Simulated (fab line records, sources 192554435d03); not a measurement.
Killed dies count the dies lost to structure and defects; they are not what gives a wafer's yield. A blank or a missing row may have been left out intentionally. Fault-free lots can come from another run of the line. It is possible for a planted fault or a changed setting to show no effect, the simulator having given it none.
Matching of chambers | flow n5-finfet | N5_BEOL_M1_PRE_CLEAN_60 on cvd-co-02: 3 sister chambers
The step time 15 s. 6 wafers are shown with their chamber, then 12 later ones without.

== WAFERS, EACH WITH ITS CHAMBER ==
wafer  | chamber | heater-power-w (W)
L089.1 | 1       | 97
L089.4 | 2       | 66
L089.6 | 0       | 87
L091.2 | 1       | 96
L091.5 | 0       | 87
L091.6 | 2       | 65

== WAFERS WITHOUT THEIR CHAMBER ==
wafer  | heater-power-w (W)
L094.1 | 97
L094.4 | 87
L094.5 | 66
L095.1 | 88
L095.3 | 66
L095.4 | 89
L096.3 | 68
L096.4 | 89
L096.6 | 88
L097.2 | 88
L097.3 | 65
L097.5 | 88

== CHAMBER TAKEN BY EACH ==
wafer  | from the rows above | in truth
L094.1 | 1                   | 1
L094.4 | 0                   | 0
L094.5 | 2                   | 2
L095.1 | 0                   | 0
L095.3 | 2                   | 2
L095.4 | 0                   | 0
L096.3 | 2                   | 2
L096.4 | 0                   | 0
L096.6 | 0                   | 0
L097.2 | 0                   | 0
L097.3 | 2                   | 2
L097.5 | 0                   | 0
12 of 12 placed correctly. Not placeable from these rows: 0. Number placed wrongly: 0.
How it was worked out, from the rows above alone: a wafer's distance from a chamber is the root of the sum, over the readings, of the square of ((its reading less the chamber's mean) divided by the reading's scatter). The wafer belongs to the nearest chamber; if the next one is less than 2 further off, it can't be placed. The mean given for a chamber averages the wafers shown for that chamber. The scatter: take each reading less its chamber's mean, square it, sum over the shown wafers, divide by the number of wafers less the number of chambers, and take the root.
